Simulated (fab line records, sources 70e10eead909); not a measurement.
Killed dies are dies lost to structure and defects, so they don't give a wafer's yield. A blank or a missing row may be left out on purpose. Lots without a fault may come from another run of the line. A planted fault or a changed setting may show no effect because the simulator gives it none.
fab line records | flow nand_harc
record lots=11 wafers=33 last_day=32
route steps=1302 shown A_CONTACT@985 END@1302
lots that met no fault: from a run of the same line without faults
start_h: hours from the record's first day to the start of the lot's first wafer shown | wait_h: hours since the lot's step before | " the same as in the row above | L1.1+2: a row that stands for several wafers | - no value, or no start given | * or withheld: withheld | < > ~ a bound
route shown NAME@n: a module of which the file shows steps, and the number in the route of the first | usual: mean/standard deviation of fault-free wafers | same: alike in all rows | chamber/n: place in a boat | sites: the reading at each site | _std_site: their standard deviation | _edge_site: outer sites' mean less inner sites' | radius_mm: how far each site lies from the wafer's centre | mask NAME#n: copy n | behind: the tool/chamber that last shaped the wafer | hold: why the lot was held/for how many hours/how that ended | device: the transistor (n, p or np) that didn't switch | end of line: the same wafers' tests at the end of the route | a step without rows: its recipe alone | killed: dies lost to structure and defects at the first sort, not the wafer's yield | map: a wafer's dies, x killed, . not, _ none there
set.NAME: the setting as run; set.NAME@STEP: as run at that earlier step | model.NAME: the simulator's own value behind a step, which no gauge read
steps of the route over a sample of lots; a table a step, a row a wafer
services: from which hour (start_h, from the record's first day; less than 0 if before it) a tool's chamber was out of use, for how many hours, and why
## steps
# step NHARC_A_CONTACT_DEP_28
# recipe target_thk_a=70000 temp_c=400 material=aC
# usual throttle_valve_pct=35.000/0.0088
# columns lot.wafer tool chamber start_h wait_h throttle_valve_pct
L711.2 acl_dep-02 0 494.07 1.2 35.002
L711.5 " 0 496.17 3.3 34.993
L711.6 " 0 " " 34.993
L712.1 acl_dep-03 0 503.50 0.1 34.980
L712.2 " 0 " " 35.013
L712.5 " 0 506.34 2.9 35.016
L714.1 acl_dep-01 0 503.50 0.1 34.996
L714.4 " 0 505.59 2.1 34.993
L714.5 " 0 " " 35.009
L713.1 acl_dep-02 0 503.86 0.1 34.994
L713.3 " 0 505.29 1.5 34.992
L713.4 " 0 " " 35.019
L715.1 acl_dep-01 0 524.67 1.0 34.989
L715.2 " 0 " " 35.003
L715.5 " 0 527.46 3.8 35.004
L716.2 acl_dep-03 0 538.18 0.8 35.006
L716.5 " 0 540.26 2.8 35.011
L716.6 " 0 " " 34.987
L717.1 acl_dep-02 0 555.90 2.0 35.001
L717.2 " 0 " " 35.014
L717.5 " 0 558.66 4.7 34.992
L718.1 acl_dep-01 0 572.05 0.1 35.001
L718.2 " 0 " " 35.002
L718.4 " 0 574.15 2.2 35.008
L724.1 acl_dep-02 0 631.28 0.1 35.004
L724.3 " 0 632.69 1.5 35.018
L724.5 " 0 634.10 2.9 35.019
L728.1 acl_dep-02 0 658.96 0.1 34.987
L728.3 " 0 660.35 1.4 35.004
L728.6 " 0 662.42 3.5 34.994
L731.1 acl_dep-01 0 692.78 0.3 35.008
L731.3 " 0 694.21 1.7 34.991
L731.4 " 0 " " 35.003
# step NHARC_A_CONTACT_OVL_MEAS_43
# usual overlay_x_nm=0.0/0.82 overlay_y_nm=-0.2/0.89
# columns lot.wafer tool chamber start_h wait_h overlay_x_nm overlay_y_nm
L711.2 overlay-02 - 498.28 - 0.6 -0.7
L711.5 " - " " 0.4 -0.1
L711.6 " - " " 0.3 -0.3
L714.1 overlay-02 - 508.51 - 1.7 1.6
L714.4 " - " " 1.3 1.2
L714.5 " - " " 0.9 1.7
L712.1 overlay-01 - 508.66 - 0.8 1.4
L712.2 " - " " 0.9 1.2
L712.5 " - " " 1.0 0.8
L713.1 overlay-01 - 508.97 - 0.5 -0.3
L713.3 " - " " -0.2 -0.6
L713.4 " - " " 0.3 -0.6
L715.1 overlay-01 - 529.59 - 0.8 -0.7
L715.2 " - " " 1.2 -1.1
L715.5 " - " " 1.7 -1.3
L716.2 overlay-02 - 542.36 - -0.6 0.8
L716.5 " - " " -0.7 1.2
L716.6 " - " " -0.8 0.5
L717.1 overlay-02 - 560.88 - -1.3 -0.5
L717.2 " - " " -1.7 -0.3
L717.5 " - " " -1.6 -0.6
L718.1 overlay-02 - 577.08 - 0.7 -0.4
L718.2 " - " " 1.1 -0.3
L718.4 " - " " 0.9 0.0
L724.1 overlay-02 - 636.34 - 0.5 -1.5
L724.3 " - " " 0.4 -1.2
L724.5 " - " " 0.9 -1.0
L728.1 overlay-02 - 663.94 - -1.5 0.9
L728.3 " - " " -1.9 0.9
L728.6 " - " " -1.7 1.1
L731.1 overlay-01 - 697.98 - 0.3 0.1
L731.3 " - " " 0.0 1.0
L731.4 " - " " 0.4 0.6
# step NHARC_A_CONTACT_ETCH_49
# recipe target_depth_a=2600 over_etch_frac=0.3 time_s=475.3 ion_energy_ev=200 n2_flow_sccm=150 h2_flow_sccm=150 ar_flow_sccm=0 rf_w=400 bias_w=150 chemistry=N2/H2
# usual drypump_motor_current_A=5.8/0.44 oes_product_au=1.001/0.0084 rf_fwd_power_W=399.4/1.2 rf_vpp_V=429.5/2.9 run_length_s=496.7/0.39 showerhead_plenum_p_Torr=2.01/0.097 throttle_valve_pct=14.170/0.0098
# columns lot.wafer tool chamber start_h wait_h drypump_motor_current_A oes_product_au rf_fwd_power_W rf_hours_counter_h rf_vpp_V run_length_s showerhead_plenum_p_Torr throttle_valve_pct
L711.2 rie_diel-13 2 498.68 - 6.2 0.997 399.1 48 424.0 496.1 1.87 14.169
L711.5 " 3 " " 5.4 0.993 397.5 - 427.2 496.4 1.95 14.170
L711.6 " 0 " " 5.7 0.983 399.5 - 428.7 497.4 2.00 14.171
L714.4 rie_diel-12 1 508.81 - 6.4 1.000 398.9 7 427.9 496.7 1.96 14.152
L714.1 " 3 " " 6.4 1.014 399.2 7 430.3 496.3 2.01 14.167
L714.5 " 0 " " 5.6 1.000 396.6 - 425.8 496.2 1.88 14.155
L712.2 rie_diel-10 3 508.93 - 6.0 1.011 400.4 26 427.3 497.1 1.94 14.188
L712.1 " 2 " " 5.3 1.006 401.4 25 436.3 496.0 2.21 14.179
L712.5 " 3 " " 6.0 1.015 399.9 - 428.3 497.0 1.94 14.167
L713.1 rie_diel-13 0 509.30 - 5.8 0.996 399.4 55 429.0 497.6 2.00 14.181
L713.4 " 2 " " 6.2 0.996 397.5 53 425.1 496.4 1.87 14.182
L713.3 " 3 " " 5.4 0.985 401.4 58 429.2 496.2 1.95 14.171
L715.2 rie_diel-12 1 530.34 - 6.4 0.991 400.8 13 426.9 496.6 1.96 14.177
L715.1 " 0 " " 5.6 0.995 399.9 13 425.6 496.3 1.88 14.159
L715.5 " 0 " " 5.6 0.997 398.0 - 426.0 496.7 1.88 14.166
L716.2 rie_diel-10 2 542.74 - 5.3 1.007 399.7 41 434.7 495.9 2.20 14.183
L716.5 " 3 " " 6.0 1.008 401.7 - 427.8 497.4 1.94 14.187
L716.6 " 0 " " 5.6 1.000 396.9 - 429.0 496.5 2.01 14.163
L717.1 rie_diel-12 2 561.15 - 5.2 1.011 400.2 14 429.6 497.2 2.04 14.181
L717.2 " 1 " " 6.4 1.002 398.7 19 427.5 497.0 1.96 14.181
L717.5 " 2 " " 5.2 1.007 399.2 - 429.7 497.0 2.04 14.178
L718.1 rie_diel-12 1 577.82 - 6.4 1.004 400.0 22 428.0 497.2 1.95 14.154
L718.2 " 2 " " 5.2 1.009 399.1 17 430.3 497.1 2.04 14.171
L718.4 " 3 " " 6.3 1.005 398.8 21 430.0 496.4 2.01 14.183
L724.1 rie_diel-12 1 636.65 - 6.4 0.996 398.4 1 426.4 496.7 1.95 14.186
L724.3 " 2 " " 5.2 1.015 398.8 1 429.8 496.9 2.03 14.150
L724.5 " 0 " " 5.6 0.999 - - 436.8 330.3 2.22 14.167
L728.3 rie_diel-12 0 664.25 - 5.6 0.996 - 6 433.9 330.2 2.22 14.175
L728.1 " 1 " " 6.4 0.996 400.0 6 428.8 497.1 1.95 14.168
L728.6 " 3 " " 6.4 0.991 397.8 - 431.1 496.7 2.00 14.158
L731.1 rie_diel-10 0 698.29 - 5.6 1.009 399.7 41 430.4 496.8 1.99 14.191
L731.3 " 1 " " 5.5 1.014 401.4 36 430.8 496.5 2.01 14.167
L731.4 " 2 " " 5.4 1.006 399.9 32 434.6 496.0 2.19 14.187
# step NHARC_A_CONTACT_ETCH_113
# recipe source_w=withheld pressure_mtorr=20 bias_v=3000 time_s=190 target_depth_a=18500 ar_flow_sccm=withheld c4f8_flow_sccm=withheld o2_flow_sccm=withheld chemistry=C4F8/O2/Ar
# usual oes_air_line_au=0.998/0.021 run_length_s=190/0
# columns lot.wafer tool chamber start_h wait_h oes_air_line_au rf_hours_counter_h run_length_s
L711.2 har_cap_etch-03 1 500.92 0.1 1.013 38 190
L711.6 " 1 " " 1.013 - 190
L711.5 " 0 " " 0.989 - 190
L714.1 har_cap_etch-02 1 510.81 0.1 0.991 88 190
L714.4 " 1 " " 1.001 - 190
L714.5 " 1 " " 1.027 - 190
L712.1 har_cap_etch-03 1 510.95 0.1 0.971 40 190
L712.2 " 0 " " 0.999 40 190
L712.5 " 1 " " 1.014 - 190
L713.1 har_cap_etch-02 0 513.41 0.1 1.030 90 190
L713.4 " 1 " " 1.023 - 190
L713.3 " 0 " " 0.995 - 190
L715.2 har_cap_etch-01 1 532.99 0.1 0.961 4 190
L715.1 " 0 " " 0.998 4 190
L715.5 " 1 " " 0.987 - 190
L716.2 har_cap_etch-01 0 544.68 0.1 0.970 6 190
L716.6 " 1 " " 1.011 - 190
L716.5 " 0 " " 1.023 - 190
L717.1 har_cap_etch-01 0 563.15 0.1 0.988 8 190
L717.2 " 1 " " 1.028 8 190
L717.5 " 1 " " 1.023 - 190
L718.2 har_cap_etch-01 1 579.84 0.1 0.993 11 190
L718.1 " 0 " " 0.947 11 190
L718.4 " 0 " " 0.954 - 190
L724.1 har_cap_etch-03 0 638.65 0.1 1.027 64 190
L724.3 " 1 " " 0.978 - 190
L724.5 " 0 " " 1.010 - 190
L728.1 har_cap_etch-03 0 666.25 0.1 1.018 68 190
L728.3 " 0 " " 1.018 - 190
L728.6 " 0 " " 1.035 - 190
L731.1 har_cap_etch-03 1 700.28 0.1 1.011 74 190
L731.3 " 1 " " 0.969 - 190
L731.4 " 0 " " 0.953 - 190
# step NHARC_END_SORT_01
# recipe temp_c=25
# usual killed_at_array=53/18 killed_at_other=0.8/1.1 killed_at_periphery=4.1/2.7 killed_dies=58/18 killed_open=3.1/1.7 killed_short=2.7/1.7
# same gross_dies=677
# columns lot.wafer tool chamber start_h wait_h hold killed_at_array killed_at_other killed_at_periphery killed_dies killed_open killed_short
L711.2 prober-01 0 574.30 2.8 - 56 1 4 61 2 1
L711.5 prober-01 0 576.73 3.7 - 62 1 10 73 1 4
L711.6 prober-01 0 577.53 4.0 - 38 0 10 48 7 2
L714.1 prober-02 0 600.03 2.5 - 59 0 9 68 0 6
L714.4 prober-02 0 602.37 3.3 - 65 1 6 72 2 4
L714.5 prober-02 0 603.15 3.6 - 62 0 2 64 1 4
L712.1 prober-01 0 600.06 2.5 - 67 0 9 76 1 2
L712.2 prober-01 0 600.86 2.8 - 35 1 1 37 2 1
L712.5 prober-01 0 603.25 3.7 - 62 1 4 67 4 0
L713.1 prober-02 0 607.70 2.5 - 30 3 5 38 3 4
L713.3 prober-02 0 609.31 3.1 - 39 4 9 52 3 3
L713.4 prober-02 0 610.11 3.4 - 48 3 6 57 7 5
L715.1 prober-01 0 607.84 2.5 - 40 0 11 51 4 3
L715.2 prober-01 0 608.63 2.8 - 69 1 11 81 1 0
L715.5 prober-01 0 610.99 3.6 - 39 2 5 46 2 1
L716.2 prober-02 0 618.22 2.8 - 40 0 3 43 3 1
L716.5 prober-02 0 620.63 3.7 - 46 0 2 48 3 0
L716.6 prober-02 0 621.43 4.0 - 41 0 3 44 4 4
L717.1 prober-01 0 630.38 2.5 - 51 1 5 57 2 2
L717.2 prober-01 0 631.17 2.8 - 34 0 1 35 2 0
L717.5 prober-01 0 633.55 3.7 - 52 0 6 58 3 1
L718.1 prober-02 0 651.61 2.5 - 32 0 3 35 1 4
L718.2 prober-02 0 652.41 2.8 - 17 1 9 27 4 2
L718.4 prober-02 0 654.02 3.4 - 21 1 5 27 2 1
L724.1 prober-01 0 705.87 2.5 await_dispo/4.6h/release 53 1 1 55 0 6
L724.3 prober-01 0 707.47 3.1 await_dispo/4.6h/release 39 0 0 39 1 3
L724.5 prober-01 0 709.07 3.7 await_dispo/4.6h/release 675 1 1 677 6 7
L728.1 prober-02 0 733.43 2.5 await_dispo/3.8h/release 26 5 2 33 4 3
L728.3 prober-02 0 734.99 3.1 await_dispo/3.8h/release 676 0 1 677 2 7
L728.6 prober-02 0 737.33 3.9 await_dispo/3.8h/release 23 5 0 28 1 3
L731.1 prober-01 0 770.78 2.5 - 50 0 4 54 0 1
L731.3 prober-01 0 772.39 3.1 - 65 1 6 72 2 3
L731.4 prober-01 0 773.20 3.4 - 60 0 4 64 3 1
# killed by level:class
L711.2 A_CHANNEL_HOLE_D2:chamber_film_flake=31 A_CHANNEL_HOLE_D1:chamber_film_flake=14 P_M1:chamber_film_flake=4 A_ZERO_WELL:chamber_film_flake=4 A_M0:geometric_particle:open=2 A_STAIRCASE:chamber_film_flake=2 STARTING-WAFER:geometric_particle:short=1 A_CHANNEL_FILL_D1:chamber_film_flake=1
L711.5 A_CHANNEL_HOLE_D1:chamber_film_flake=24 A_CHANNEL_HOLE_D2:chamber_film_flake=22 P_M1:chamber_film_flake=7 A_ZERO_WELL:chamber_film_flake=4 P_GATE:chamber_film_flake=3 A_CONTACT:chamber_film_flake=3 A_WL_FILL:chamber_film_flake=2 A_CHANNEL_HOLE_D1:geometric_particle:short=1
L711.6 A_CHANNEL_HOLE_D1:chamber_film_flake=11 A_CHANNEL_HOLE_D2:chamber_film_flake=8 P_M1:chamber_film_flake=6 A_ZERO_WELL:chamber_film_flake=5 A_M0:geometric_particle:open=3 A_M0:geometric_particle:short=2 P_GATE:chamber_film_flake=2 A_STAIRCASE:chamber_film_flake=2
L714.1 A_CHANNEL_HOLE_D1:chamber_film_flake=33 A_CHANNEL_HOLE_D2:chamber_film_flake=14 P_CONTACT:chamber_film_flake=4 A_CONTACT:chamber_film_flake=4 P_GATE:geometric_particle:short=1 A_ONON_D1:geometric_particle:short=1 A_CHANNEL_HOLE_D2:geometric_particle:short=1 A_CHANNEL_FILL_D2:geometric_particle:short=1
L712.1 A_CHANNEL_HOLE_D2:chamber_film_flake=35 A_SLIT:chamber_film_flake=24 P_GATE:chamber_film_flake=5 A_STAIRCASE:chamber_film_flake=3 P_ZERO_WELL:chamber_film_flake=2 P_CONTACT:geometric_particle:short=1 A_SGD_CUT:geometric_particle:short=1 A_CONTACT:geometric_particle:open=1
L712.2 A_SLIT:chamber_film_flake=17 A_CHANNEL_HOLE_D2:chamber_film_flake=12 A_M1:geometric_particle:open=2 A_CHANNEL_FILL_D1:geometric_particle:short=1 P_GATE:chamber_film_flake=1 A_STAIRCASE:chamber_film_flake=1 A_WL_FILL:chamber_film_flake=1 A_CONTACT:chamber_film_flake=1
L714.4 A_CHANNEL_HOLE_D1:chamber_film_flake=36 A_CHANNEL_HOLE_D2:chamber_film_flake=17 P_CONTACT:chamber_film_flake=3 A_CONTACT:chamber_film_flake=3 A_STAIRCASE:chamber_film_flake=2 P_CONTACT:geometric_particle:open=1 P_M1:geometric_particle:short=1 A_SOURCE_PLATE:geometric_particle:short=1
L714.5 A_CHANNEL_HOLE_D2:chamber_film_flake=36 A_CHANNEL_HOLE_D1:chamber_film_flake=14 A_CONTACT:chamber_film_flake=4 A_ONON_D1:geometric_particle:short=1 A_CHANNEL_FILL_D1:geometric_particle:open=1 A_DECK1_JOINT:geometric_particle:short=1 A_CHANNEL_FILL_D2:geometric_particle:short=1 A_WL_FILL:geometric_particle:short=1
L712.5 A_CHANNEL_HOLE_D2:chamber_film_flake=33 A_SLIT:chamber_film_flake=21 A_STAIRCASE:chamber_film_flake=3 A_WL_FILL:chamber_film_flake=2 P_GATE:geometric_particle:open=1 P_M0:geometric_particle:open=1 A_CHANNEL_FILL_D1:geometric_particle:open=1 A_DECK1_JOINT:geometric_particle:open=1
L713.1 A_SLIT:chamber_film_flake=17 A_CHANNEL_FILL_D2:geometric_particle:open=3 A_CHANNEL_HOLE_D2:chamber_film_flake=3 THIN_TSV:chamber_film_flake=3 P_GATE:chamber_film_flake=2 P_CONTACT:chamber_film_flake=2 A_CONTACT:chamber_film_flake=2 A_CHANNEL_FILL_D2:geometric_particle:short=1
L715.1 A_CHANNEL_HOLE_D1:chamber_film_flake=15 P_M0:chamber_film_flake=6 A_CHANNEL_HOLE_D2:chamber_film_flake=6 A_STAIRCASE:chamber_film_flake=6 A_CONTACT:chamber_film_flake=4 A_BLC:chamber_film_flake=4 P_CONTACT:geometric_particle:open=3 A_WL_FILL:geometric_particle:short=2
L715.2 A_CHANNEL_HOLE_D2:chamber_film_flake=26 A_CHANNEL_HOLE_D1:chamber_film_flake=23 A_BLC:chamber_film_flake=8 A_STAIRCASE:chamber_film_flake=5 P_GATE:chamber_film_flake=4 P_ZERO_WELL:chamber_film_flake=3 P_M0:chamber_film_flake=3 A_CONTACT:chamber_film_flake=3
L713.3 A_SLIT:chamber_film_flake=16 A_CHANNEL_HOLE_D2:chamber_film_flake=9 P_CONTACT:chamber_film_flake=4 A_CONTACT:chamber_film_flake=4 P_GATE:chamber_film_flake=3 A_ZERO_WELL:chamber_film_flake=3 THIN_TSV:chamber_film_flake=3 A_M1:geometric_particle:open=2
L713.4 A_SLIT:chamber_film_flake=24 A_CHANNEL_HOLE_D2:chamber_film_flake=4 THIN_TSV:chamber_film_flake=3 A_WL_FILL:chamber_film_flake=3 A_CONTACT:chamber_film_flake=3 P_STI:chamber_film_flake=2 A_CHANNEL_FILL_D2:chamber_film_flake=2 P_CONTACT:geometric_particle:open=1
L715.5 A_CHANNEL_HOLE_D2:chamber_film_flake=12 A_STAIRCASE:chamber_film_flake=7 A_CHANNEL_HOLE_D1:chamber_film_flake=6 A_CONTACT:chamber_film_flake=6 P_ZERO_WELL:chamber_film_flake=2 P_M0:chamber_film_flake=2 A_WL_FILL:chamber_film_flake=2 THIN_TSV:chamber_film_flake=2
L716.2 A_SLIT:chamber_film_flake=18 A_CHANNEL_HOLE_D2:chamber_film_flake=10 A_CONTACT:chamber_film_flake=5 A_CHANNEL_HOLE_D1:chamber_film_flake=2 A_SGD_CUT:chamber_film_flake=2 P_STI:geometric_particle:open=1 P_CONTACT:geometric_particle:open=1 A_BLC:geometric_particle:open=1
L716.5 A_SLIT:chamber_film_flake=22 A_CHANNEL_HOLE_D2:chamber_film_flake=14 A_CHANNEL_HOLE_D1:chamber_film_flake=2 A_SGD_CUT:chamber_film_flake=2 A_WL_FILL:chamber_film_flake=2 P_CONTACT:geometric_particle:open=1 P_M0:geometric_particle:open=1 A_ONON_D2:geometric_particle:open=1
L716.6 A_SLIT:chamber_film_flake=23 A_CHANNEL_HOLE_D2:chamber_film_flake=4 A_STAIRCASE:chamber_film_flake=3 A_CONTACT:chamber_film_flake=3 A_ONON_D1:geometric_particle:short=2 P_CONTACT:geometric_particle:open=1 P_M0:geometric_particle:short=1 P_M0:geometric_particle:open=1
L717.1 A_SLIT:chamber_film_flake=27 A_CHANNEL_HOLE_D2:chamber_film_flake=10 A_CHANNEL_FILL_D1:chamber_film_flake=3 A_CONTACT:chamber_film_flake=3 P_GATE:chamber_film_flake=2 A_CHANNEL_HOLE_D1:chamber_film_flake=2 A_STAIRCASE:chamber_film_flake=2 P_CONTACT:geometric_particle:open=1
L717.2 A_SLIT:chamber_film_flake=20 A_CHANNEL_HOLE_D2:chamber_film_flake=6 A_CHANNEL_FILL_D1:chamber_film_flake=2 A_CONTACT:chamber_film_flake=2 A_ONON_D1:geometric_particle:open=1 A_BLC:geometric_particle:open=1 P_GATE:chamber_film_flake=1 A_CHANNEL_HOLE_D1:chamber_film_flake=1
L717.5 A_SLIT:chamber_film_flake=26 A_CHANNEL_HOLE_D2:chamber_film_flake=7 A_CHANNEL_FILL_D1:chamber_film_flake=4 A_STAIRCASE:chamber_film_flake=4 A_CHANNEL_HOLE_D1:chamber_film_flake=3 A_CONTACT:chamber_film_flake=3 P_ZERO_WELL:chamber_film_flake=2 P_M2:chamber_film_flake=2
L718.1 A_CHANNEL_HOLE_D2:chamber_film_flake=13 A_CHANNEL_HOLE_D1:chamber_film_flake=5 P_ZERO_WELL:chamber_film_flake=3 A_SLIT:chamber_film_flake=3 A_WL_FILL:chamber_film_flake=2 A_DECK1_JOINT:geometric_particle:open=1 A_DECK1_JOINT:geometric_particle:short=1 A_ONON_D2:geometric_particle:short=1
L718.2 P_ZERO_WELL:chamber_film_flake=6 A_CHANNEL_HOLE_D2:chamber_film_flake=6 P_GATE:chamber_film_flake=3 A_CHANNEL_FILL_D1:geometric_particle:short=2 A_CHANNEL_HOLE_D1:chamber_film_flake=2 A_WL_FILL:chamber_film_flake=2 A_ONON_D1:geometric_particle:open=1 A_CHANNEL_HOLE_D2:geometric_particle:open=1
L718.4 A_CHANNEL_HOLE_D2:chamber_film_flake=9 A_CHANNEL_HOLE_D1:chamber_film_flake=6 P_GATE:chamber_film_flake=3 P_M0:geometric_particle:open=1 A_ONON_D2:geometric_particle:open=1 A_WL_FILL:geometric_particle:short=1 P_ZERO_WELL:chamber_film_flake=1 A_DECK1_JOINT:chamber_film_flake=1
L724.1 A_SLIT:chamber_film_flake=31 A_CHANNEL_HOLE_D1:chamber_film_flake=6 A_STAIRCASE:chamber_film_flake=4 A_ONON_D2:geometric_particle:short=3 A_BLC:chamber_film_flake=3 A_SGD_CUT:geometric_particle:short=1 A_WL_FILL:geometric_particle:short=1 A_M1:geometric_particle:short=1
L724.3 A_SLIT:chamber_film_flake=22 A_CHANNEL_HOLE_D1:chamber_film_flake=4 A_STAIRCASE:chamber_film_flake=3 A_SGD_CUT:geometric_particle:short=2 A_DECK1_JOINT:chamber_film_flake=2 A_BLC:chamber_film_flake=2 A_ONON_D2:geometric_particle:short=1 A_CHANNEL_FILL_D2:geometric_particle:open=1
L724.5 A_CONTACT:area_etch=620 A_SLIT:chamber_film_flake=31 A_CHANNEL_HOLE_D1:chamber_film_flake=7 A_CHANNEL_FILL_D2:geometric_particle:open=4 A_WL_FILL:chamber_film_flake=3 A_DECK1_JOINT:geometric_particle:short=2 A_ONON_D2:geometric_particle:short=2 A_WL_FILL:geometric_particle:short=2
L728.1 A_CHANNEL_HOLE_D1:chamber_film_flake=10 A_SLIT:chamber_film_flake=5 THIN_TSV:chamber_film_flake=5 P_M0:geometric_particle:open=2 A_CHANNEL_FILL_D2:geometric_particle:open=2 A_DECK1_JOINT:chamber_film_flake=2 A_ONON_D1:geometric_particle:short=1 A_CHANNEL_FILL_D1:geometric_particle:short=1
L728.3 A_CONTACT:area_etch=646 A_CHANNEL_HOLE_D1:chamber_film_flake=13 A_STAIRCASE:chamber_film_flake=3 A_SLIT:chamber_film_flake=3 P_M1:geometric_particle:short=1 A_ONON_D1:geometric_particle:short=1 A_CHANNEL_FILL_D1:geometric_particle:short=1 A_DECK1_JOINT:geometric_particle:short=1
L728.6 A_CHANNEL_HOLE_D1:chamber_film_flake=7 A_CHANNEL_HOLE_D2:chamber_film_flake=6 THIN_TSV:chamber_film_flake=3 A_STAIRCASE:chamber_film_flake=2 A_SLIT:chamber_film_flake=2 A_M0:chamber_film_flake=2 A_CHANNEL_FILL_D1:geometric_particle:short=1 A_DECK1_JOINT:geometric_particle:short=1
L731.1 A_CHANNEL_HOLE_D2:chamber_film_flake=26 A_SLIT:chamber_film_flake=8 A_CHANNEL_HOLE_D1:chamber_film_flake=7 A_CONTACT:chamber_film_flake=3 A_WL_FILL:chamber_film_flake=3 P_M2:chamber_film_flake=2 A_CHANNEL_FILL_D1:geometric_particle:short=1 P_ZERO_WELL:chamber_film_flake=1
L731.3 A_CHANNEL_HOLE_D2:chamber_film_flake=30 A_CHANNEL_HOLE_D1:chamber_film_flake=19 A_SLIT:chamber_film_flake=7 A_CONTACT:chamber_film_flake=6 P_M2:chamber_film_flake=2 P_GATE:geometric_particle:open=1 P_M0:geometric_particle:open=1 A_ONON_D1:geometric_particle:short=1
L731.4 A_CHANNEL_HOLE_D2:chamber_film_flake=23 A_CHANNEL_HOLE_D1:chamber_film_flake=17 A_CONTACT:chamber_film_flake=6 A_SLIT:chamber_film_flake=5 A_STAIRCASE:chamber_film_flake=4 P_M2:chamber_film_flake=3 A_CHANNEL_FILL_D1:geometric_particle:open=1 A_BLC:geometric_particle:short=1
## services
# columns tool chamber start_h hours kind
rie_diel-12 0 479.71 - clean
rie_diel-12 1 479.71 - clean
rie_diel-12 2 479.71 - clean
rie_diel-12 3 479.71 - clean
acl_dep-03 - 482.17 13.0 pm
rie_diel-13 1 490.52 16.3 repair
har_cap_etch-01 - 497.30 17.0 pm
rie_diel-12 0 504.21 - clean
rie_diel-12 1 504.21 - clean
rie_diel-12 2 504.21 - clean
rie_diel-12 3 504.21 - clean
rie_diel-13 - 519.02 9.0 pm
rie_diel-13 1 533.64 5.1 repair
acl_dep-01 - 551.03 13.0 pm
rie_diel-10 - 552.61 1.2 repair
har_cap_etch-01 - 574.63 0.6 repair
rie_diel-10 - 597.98 9.0 pm
acl_dep-02 - 606.82 13.0 pm
rie_diel-12 - 623.21 9.0 pm
rie_diel-10 1 655.03 5.8 repair
rie_diel-13 1 657.94 4.5 repair
rie_diel-10 2 658.19 6.1 repair
acl_dep-03 - 663.38 13.0 pm
rie_diel-13 - 696.02 9.0 pm
## key
first_sign step=NHARC_A_CONTACT_ETCH_49 reading=run_length_s direction=down sigmas=99+ usual=* struck=*
effect step=NHARC_END_SORT_01 reading=killed_at_array direction=up sigmas=34 usual=53 struck=676
more_kills_born_at NHARC_A_CONTACT_ETCH_49@rie_diel-12=1266
met_at NHARC_A_CONTACT_ETCH_49
struck_lots L724,L728
struck_wafers L724.5,L728.3
later_rows_left_out L724.5,L728.3
tester_left_out L724,L728
not_acting_at NHARC_A_CONTACT_DEP_28,NHARC_A_CONTACT_OVL_MEAS_43,NHARC_A_CONTACT_ETCH_113
onset_between 530.34 636.65
fault kind=process_parameter_drift tool=rie_diel-12 chamber=0 onset_h=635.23 steps=NHARC_A_CONTACT_ETCH_49 channel=time_s offset=* shape=step end_h=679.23 acts_in=* stated=*
# tester_left_out: of these lots the tester's yield and bins aren't shown, on N5 and GAA mostly nor the transistor test; their killed dies are dies lost to structure and defects alone, not to doping, threshold or leakage, so they don't give the yield
# later_rows_left_out: the simulator's readings of these wafers behind a module that went badly wrong aren't trusted and aren't shown, but for the sort
